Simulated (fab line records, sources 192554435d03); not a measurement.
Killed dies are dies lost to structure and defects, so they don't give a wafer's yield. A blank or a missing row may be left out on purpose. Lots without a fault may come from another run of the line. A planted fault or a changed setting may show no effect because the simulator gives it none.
fab line records | flow n5_finfet
record lots=8 wafers=24 last_day=17
route steps=1938 shown BEOL_M1@776 BEOL_M4@1111
lots that met no fault: from a run of the same line without faults
start_h: hours from the record's first day to the start of the lot's first wafer shown | wait_h: hours since the lot's step before | " the same as in the row above | L1.1+2: a row that stands for several wafers | - no value, or no start given | * or withheld: withheld | < > ~ a bound
route shown NAME@n: a module of which the file shows steps, and the number in the route of the first | usual: mean/standard deviation of fault-free wafers | same: alike in all rows | chamber/n: place in a boat | sites: the reading at each site | _std_site: their standard deviation | _edge_site: outer sites' mean less inner sites' | radius_mm: how far each site lies from the wafer's centre | mask NAME#n: copy n | behind: the tool/chamber that last shaped the wafer | hold: why the lot was held/for how many hours/how that ended | device: the transistor (n, p or np) that didn't switch | end of line: the same wafers' tests at the end of the route | a step without rows: its recipe alone | killed: dies lost to structure and defects at the first sort, not the wafer's yield | map: a wafer's dies, x killed, . not, _ none there
set.NAME: the setting as run; set.NAME@STEP: as run at that earlier step | model.NAME: the simulator's own value behind a step, which no gauge read
steps of the route over a sample of lots; a table a step, a row a wafer
services: from which hour (start_h, from the record's first day; less than 0 if before it) a tool's chamber was out of use, for how many hours, and why
## steps
# step N5_BEOL_M1_CD_MEAS_18
# recipe pitch_nm=36 target_cd_nm=18
# usual cd_nm=17.7/0.46
# columns lot.wafer tool chamber start_h wait_h cd_nm
L258.1 cd_sem-03 - 139.92 0.0 18.6
L258.3 " - " " 17.1
L258.6 " - " " 18.0
L262.2 cd_sem-01 - 166.66 0.1 18.2
L262.3 " - " " 17.1
L262.5 " - " " 17.6
L266.3 cd_sem-01 - 188.88 0.1 18.2
L266.4 " - " " 18.2
L266.6 " - " " 18.2
L271.1 cd_sem-01 - 218.22 0.0 17.7
L271.2 " - " " 17.8
L271.5 " - " " 18.5
L272.2 cd_sem-01 - 221.91 0.1 17.8
L272.3 " - " " 18.1
L272.4 " - " " 18.0
L273.2 cd_sem-02 - 250.73 0.1 18.4
L273.5 " - " " 17.7
L273.6 " - " " 17.5
L275.1 cd_sem-03 - 252.69 0.0 18.1
L275.4 " - " " 18.0
L275.6 " - " " 17.9
L277.1 cd_sem-02 - 256.58 0.0 18.0
L277.3 " - " " 17.0
L277.4 " - " " 17.8
# step N5_BEOL_M1_ETCH_70
# recipe chemistry=N2/H2 target=SOC target_depth_a=800 overetch_a=160 mask_material=SiARC temp_c=40 time_s=120 ion_energy_ev=200 pressure_mtorr=30 source_w=840 bias_w=150 n2_flow_sccm=200 h2_flow_sccm=200
# usual drypump_motor_current_A=5.8/0.41 oes_product_au=0.59/0.064 rf_fwd_power_W=836/3.1 rf_vpp_V=524.6/2.1 showerhead_plenum_p_Torr=2.57/0.078 throttle_valve_pct=17.93/0.3
# columns lot.wafer tool chamber start_h wait_h drypump_motor_current_A oes_product_au rf_fwd_power_W rf_hours_counter_h rf_vpp_V showerhead_plenum_p_Torr throttle_valve_pct
L258.1 rie_diel-02 0 142.88 0.0 6.0 0.53 838 231 524.2 2.63 18.18
L258.3 " 2 " " 6.0 0.58 837 164 526.0 2.65 18.10
L258.6 " 0 " " 6.0 0.53 839 - 526.0 2.63 18.17
L262.2 rie_diel-03 2 169.91 0.0 6.4 0.56 836 164 523.6 2.52 17.64
L262.3 " 1 " " 5.7 0.57 837 169 523.4 2.52 18.08
L262.5 " 2 " " 6.4 0.56 831 - 523.2 2.52 17.62
L266.3 rie_diel-02 1 194.03 0.0 5.7 0.55 839 194 518.4 2.41 18.12
L266.4 " 2 " " 6.0 0.57 838 181 528.0 2.65 18.11
L266.6 " 3 " " 5.7 0.53 838 - 522.7 2.50 18.39
L271.1 rie_diel-02 0 222.94 0.0 6.0 0.75 838 0 525.7 2.62 17.61
L271.2 " 2 " " 6.0 0.56 833 191 525.8 2.64 18.14
L271.5 " 1 " " 5.7 0.55 837 - 520.1 2.41 18.13
L272.2 rie_diel-02 3 223.77 0.0 5.8 0.52 838 223 523.4 2.50 18.39
L272.3 " 2 " " 6.0 0.56 839 192 525.8 2.64 18.14
L272.4 " 0 " " 6.0 0.74 833 0 525.8 2.62 17.64
L273.2 rie_diel-01 2 251.94 0.0 5.4 0.63 837 92 525.2 2.58 18.32
L273.5 " 0 " " 5.1 0.55 837 - 526.1 2.63 17.85
L273.6 " 1 " " 5.7 0.71 835 - 523.4 2.49 17.48
L275.1 rie_diel-01 2 255.55 0.0 5.5 0.62 828 93 523.8 2.58 18.33
L275.4 " 2 " " 5.4 0.63 829 - 524.8 2.58 18.34
L275.6 " 0 " " 5.2 0.55 838 - 527.0 2.63 17.84
L277.1 rie_diel-01 1 266.14 0.0 5.7 0.70 834 21 521.5 2.49 17.49
L277.3 " 2 " " 5.4 0.63 835 97 524.5 2.58 18.35
L277.4 " 0 " " 5.1 0.54 832 - 527.6 2.63 17.85
# step N5_BEOL_M1_TRENCH_ETCH_37
# recipe chemistry=C4F6/O2 target_depth_a=552.07 target=SiOC time_s=29 ion_energy_ev=250 pressure_mtorr=30 source_w=355 bias_w=185 Ar_flow_sccm=300 C4F6_flow_sccm=10 O2_flow_sccm=10
# usual drypump_motor_current_A=5.8/0.41 oes_ar_750_au=0.77/0.084 oes_f_703_au=0.78/0.089 oes_o_777_au=0.78/0.089 oes_product_au=0.76/0.087 rf_fwd_power_W=350.4/1.7 rf_vpp_V=660/23 showerhead_plenum_p_Torr=2.87/0.082 throttle_valve_pct=20.88/0.25
# columns lot.wafer tool chamber start_h wait_h drypump_motor_current_A oes_ar_750_au oes_f_703_au oes_o_777_au oes_product_au rf_fwd_power_W rf_hours_counter_h rf_vpp_V showerhead_plenum_p_Torr throttle_valve_pct
L258.1 rie_diel-02 0 143.08 - 5.9 0.70 0.72 0.73 0.70 350.4 231 698 2.89 20.91
L258.3 " 2 " " 6.0 0.76 0.75 0.76 0.76 351.4 164 661 2.96 20.98
L258.6 " 0 " " 5.9 0.70 0.72 0.72 0.71 349.1 - 697 2.89 20.90
L262.2 rie_diel-03 2 170.11 - 6.4 0.74 0.75 0.75 0.73 347.7 164 677 2.84 20.80
L262.3 " 1 " " 5.7 0.72 0.73 0.73 0.71 348.6 169 651 2.82 21.08
L262.5 " 2 " " 6.4 0.74 0.75 0.76 0.73 347.1 - 674 2.84 20.78
L266.3 rie_diel-02 1 194.23 - 5.7 0.73 0.73 0.74 0.70 353.3 194 636 2.74 21.20
L266.4 " 2 " " 6.0 0.74 0.74 0.75 0.74 351.7 181 661 2.95 21.02
L266.6 " 3 " " 5.7 0.68 0.67 0.67 0.70 351.2 - 696 2.80 21.28
L271.1 rie_diel-02 0 223.14 - 6.0 1.30 1.72 1.68 1.13 564.1 0 553 2.88 20.44
L271.2 " 2 " " 6.0 0.74 0.73 0.75 0.74 350.8 191 660 2.95 21.05
L271.5 " 1 " " 5.7 0.71 0.72 0.74 0.70 349.8 - 636 2.73 21.22
L272.2 rie_diel-02 3 223.97 - 5.8 0.67 0.67 0.66 0.69 352.5 224 695 2.80 21.30
L272.3 " 2 " " 5.9 0.73 0.73 0.74 0.74 350.6 192 660 2.95 21.04
L272.4 " 0 " " 5.9 1.28 1.71 1.67 1.12 562.3 1 550 2.88 20.44
L273.2 rie_diel-01 2 252.14 - 5.4 0.82 0.83 0.82 0.83 348.2 92 681 2.85 21.04
L273.5 " 0 " " 5.1 0.72 0.74 0.74 0.72 351.4 - 648 2.95 20.87
L273.6 " 1 " " 5.6 0.95 0.98 0.98 0.93 350.3 - 622 2.78 20.33
L275.1 rie_diel-01 2 255.75 - 5.4 0.83 0.83 0.82 0.83 348.8 93 681 2.85 21.02
L275.4 " 2 " " 5.4 0.83 0.83 0.82 0.83 349.0 - 681 2.85 21.04
L275.6 " 0 " " 5.1 0.72 0.74 0.74 0.72 349.2 - 651 2.95 20.90
L277.1 rie_diel-01 1 266.34 - 5.6 0.93 0.97 0.97 0.92 351.3 21 620 2.78 20.36
L277.3 " 2 " " 5.4 0.82 0.82 0.82 0.83 349.4 97 681 2.85 21.03
L277.4 " 0 " " 5.1 0.72 0.74 0.74 0.72 350.2 - 649 2.95 20.89
# step N5_BEOL_M1_ETCH_41
# recipe chemistry=CH3F/O2 target=SiCN target_depth_a=319 taper_deg=2 time_s=57.8 ion_energy_ev=120 mask_material=TiN pressure_mtorr=30 source_w=395 bias_w=75 Ar_flow_sccm=150 CH3F_flow_sccm=30 O2_flow_sccm=20
# usual CH3F_flow_sccm=30.01/0.091 drypump_motor_current_A=5.8/0.41 oes_product_au=0.76/0.087 rf_fwd_power_W=391.5/1.5 rf_vpp_V=297.7/1.4 showerhead_plenum_p_Torr=2.02/0.06 throttle_valve_pct=16.37/0.24
# columns lot.wafer tool chamber start_h wait_h CH3F_flow_sccm drypump_motor_current_A oes_product_au rf_fwd_power_W rf_hours_counter_h rf_vpp_V showerhead_plenum_p_Torr throttle_valve_pct
L258.1 rie_diel-02 0 - - 30.14 5.9 0.70 391.0 231 297.8 2.04 16.43
L258.3 " 2 " " 30.02 6.0 0.76 390.4 164 299.5 2.09 16.44
L258.6 " 0 " " 30.06 5.9 0.71 391.7 - 297.8 2.04 16.45
L262.2 rie_diel-03 2 - - 30.08 6.4 0.73 390.9 164 296.5 1.99 16.31
L262.3 " 1 " " 30.09 5.7 0.73 389.7 169 296.0 1.98 16.55
L262.5 " 2 " " 30.22 6.4 0.73 390.2 - 298.0 1.99 16.32
L266.3 rie_diel-02 1 - - 30.26 5.7 0.71 392.9 194 296.0 1.92 16.67
L266.4 " 2 " " 30.06 6.0 0.75 391.1 181 298.7 2.08 16.46
L266.6 " 3 " " 29.95 5.8 0.70 390.7 - 297.8 1.97 16.74
L271.1 rie_diel-02 0 - - 30.05 5.9 0.99 392.3 0 298.2 2.03 15.90
L271.2 " 2 " " 29.97 6.0 0.74 392.6 191 298.0 2.08 16.49
L271.5 " 1 " " 30.07 5.7 0.69 392.0 - 294.9 1.92 16.68
L272.2 rie_diel-02 3 - - 30.05 5.7 0.69 392.3 224 296.4 1.96 16.76
L272.3 " 2 " " 29.92 6.0 0.74 391.2 192 298.9 2.08 16.49
L272.4 " 0 " " 30.08 5.9 1.00 390.3 1 298.1 2.03 15.90
L273.2 rie_diel-01 2 - - 29.91 5.4 0.84 391.4 92 297.7 2.01 16.48
L273.5 " 0 " " 29.99 5.1 0.72 392.0 - 298.5 2.07 16.35
L273.6 " 1 " " 30.02 5.7 0.93 392.1 - 297.3 1.96 15.82
L275.1 rie_diel-01 2 - - 29.99 5.4 0.83 391.2 93 296.1 2.01 16.48
L275.4 " 2 " " 29.88 5.4 0.83 390.7 - 297.7 2.01 16.48
L275.6 " 0 " " 29.92 5.1 0.72 391.5 - 297.7 2.07 16.38
L277.1 rie_diel-01 1 - - 30.03 5.6 0.92 391.0 21 295.7 1.95 15.83
L277.3 " 2 " " 30.09 5.4 0.83 387.0 97 297.2 2.01 16.49
L277.4 " 0 " " 30.03 5.1 0.72 390.5 - 300.0 2.07 16.37
# step N5_BEOL_M1_OCD_MEAS_38
# usual trench_depth_nm=54.8/1.6
# columns lot.wafer tool chamber start_h wait_h trench_depth_nm
L258.1 ocd-02 - 143.24 - 57.1
L258.3 " - " " 56.2
L258.6 " - " " 57.1
L262.2 ocd-02 - 170.27 - 55.3
L262.3 " - " " 52.8
L262.5 " - " " 54.7
L266.3 ocd-02 - 194.39 - 54.0
L266.4 " - " " 55.3
L266.6 " - " " 55.4
L271.1 ocd-02 - 223.29 - 69.0
L271.2 " - " " 55.9
L271.5 " - " " 53.3
L272.2 ocd-02 - 224.12 - 56.2
L272.3 " - " " 55.2
L272.4 " - " " 69.4
L273.2 ocd-01 - 252.29 - 55.7
L273.5 " - " " 55.9
L273.6 " - " " 55.0
L275.1 ocd-02 - 255.91 - 56.6
L275.4 " - " " 56.6
L275.6 " - " " 56.1
L277.1 ocd-02 - 266.49 - 55.8
L277.3 " - " " 56.4
L277.4 " - " " 55.9
# step N5_BEOL_M4_RC_MEAS_101
# usual DIBL_N=36.8/2.2 DIBL_P=37.0/2.8 IOFF_N=0.18/0.043 IOFF_P=0.23/0.05 ION_N=680/14 ION_P=466/9.1 SS_N=71.7/0.74 SS_P=73.5/0.79 VT_N=248/4 VT_P=-249/4.1
# columns lot.wafer tool chamber start_h wait_h DIBL_N[mV/V] DIBL_P[mV/V] IOFF_N[nA/um] IOFF_P[nA/um] ION_N[uA/um] ION_P[uA/um] SS_N[mV/dec] SS_P[mV/dec] VT_N[mV] VT_P[mV]
L258.1 prober-01 0 197.16 0.1 35.7 36.9 0.18 0.19 677 453 71.6 73.4 243 -254
L258.3 " 0 " " 36.3 38.2 0.17 0.19 667 456 71.6 73.1 253 -253
L258.6 " 0 " " 37.7 40.2 0.23 0.24 700 467 72.0 73.6 244 -250
L262.2 prober-02 0 203.49 0.2 37.2 36.0 0.17 0.22 678 465 72.8 73.9 248 -248
L262.3 " 0 " " 34.5 33.0 0.13 0.18 658 457 71.3 72.6 250 -250
L262.5 " 0 " " 38.6 38.7 0.20 0.26 677 469 72.6 73.6 246 -246
L266.3 prober-02 0 232.91 0.3 34.7 34.0 0.14 0.24 676 480 70.9 73.9 251 -245
L266.4 " 0 " " 41.5 41.0 0.31 0.40 701 489 72.6 74.7 239 -237
L266.6 " 0 " " 35.7 35.2 0.15 0.25 664 473 70.8 72.8 253 -245
L271.1 prober-02 0 255.22 0.0 38.0 35.6 0.16 0.18 675 453 71.6 73.2 249 -254
L271.2 " 0 " " 38.0 37.6 0.18 0.21 678 454 72.3 73.6 249 -251
L271.5 " 0 " " 34.9 31.6 0.12 0.13 662 448 71.6 72.1 254 -256
L272.2 prober-02 0 260.82 0.2 38.1 35.3 0.18 0.24 688 475 72.0 73.1 249 -246
L272.3 " 0 " " 40.9 38.5 0.22 0.30 693 478 72.2 74.1 243 -244
L272.4 " 0 " " 38.4 35.4 0.16 0.23 669 459 71.9 73.5 252 -248
L273.2 prober-02 0 284.80 0.2 34.6 34.2 0.13 0.19 664 457 70.7 73.0 252 -251
L273.5 " 0 " " 30.4 29.0 0.08 0.12 636 441 69.9 71.5 259 -257
L273.6 " 0 " " 39.2 40.9 0.25 0.31 695 474 71.6 74.1 242 -244
L275.1 prober-02 0 293.41 0.0 38.8 40.2 0.22 0.29 696 472 72.0 74.7 247 -244
L275.4 " 0 " " 37.5 39.5 0.20 0.29 696 480 72.4 74.3 245 -244
L275.6 " 0 " " 37.8 38.9 0.18 0.25 679 466 72.2 74.3 249 -245
L277.1 prober-01 0 298.57 0.0 33.4 34.3 0.12 0.17 671 460 70.6 73.1 256 -255
L277.3 " 0 " " 37.3 39.2 0.20 0.25 687 468 71.6 73.7 246 -250
L277.4 " 0 " " 35.5 37.2 0.15 0.22 670 466 71.4 73.1 251 -250
## services
# columns tool chamber start_h hours kind
rie_diel-01 0 140.58 7.1 repair
rie_diel-01 - 143.86 3.3 repair
rie_diel-03 1 147.36 3.3 repair
rie_diel-03 - 160.73 0.5 repair
rie_diel-01 1 187.49 - clean
rie_diel-01 1 187.49 - consumable_replace:focus_ring
rie_diel-01 1 187.49 23.4 scheduled_down
rie_diel-01 1 187.49 23.4 vent_cycle
rie_diel-03 - 198.08 1.1 repair
rie_diel-03 - 199.54 2.6 repair
rie_diel-02 0 201.57 - clean
rie_diel-02 0 201.57 - consumable_replace:focus_ring
rie_diel-02 0 201.57 21.2 scheduled_down
rie_diel-02 0 201.57 21.2 vent_cycle
rie_diel-01 3 213.02 48.6 repair
rie_diel-03 0 216.61 2.9 repair
rie_diel-01 3 261.78 - clean
rie_diel-01 3 261.78 - consumable_replace:focus_ring
rie_diel-01 3 261.78 18.0 scheduled_down
rie_diel-01 3 261.78 18.0 vent_cycle
## key
first_sign step=N5_BEOL_M1_TRENCH_ETCH_37 reading=rf_fwd_power_W direction=up sigmas=99+ usual=* struck=*
effect step=N5_BEOL_M1_TRENCH_ETCH_37 reading=oes_f_703_au direction=up sigmas=11 usual=0.78 struck=1.72
effect step=N5_BEOL_M1_OCD_MEAS_38 reading=trench_depth_nm direction=up sigmas=9.1 usual=54.8 struck=69.2
met_at N5_BEOL_M1_TRENCH_ETCH_37
struck_lots L271,L272
struck_wafers L271.1,L272.4
not_acting_at N5_BEOL_M1_CD_MEAS_18,N5_BEOL_M1_ETCH_70,N5_BEOL_M1_ETCH_41
onset_between 143.08 223.14
fault kind=process_parameter_drift tool=rie_diel-02 chamber=0 onset_h=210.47 steps=N5_BEOL_M1_TRENCH_ETCH_37 channel=source_w offset=213 shape=step end_h=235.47 acts_in=these_recipes_only stated=355
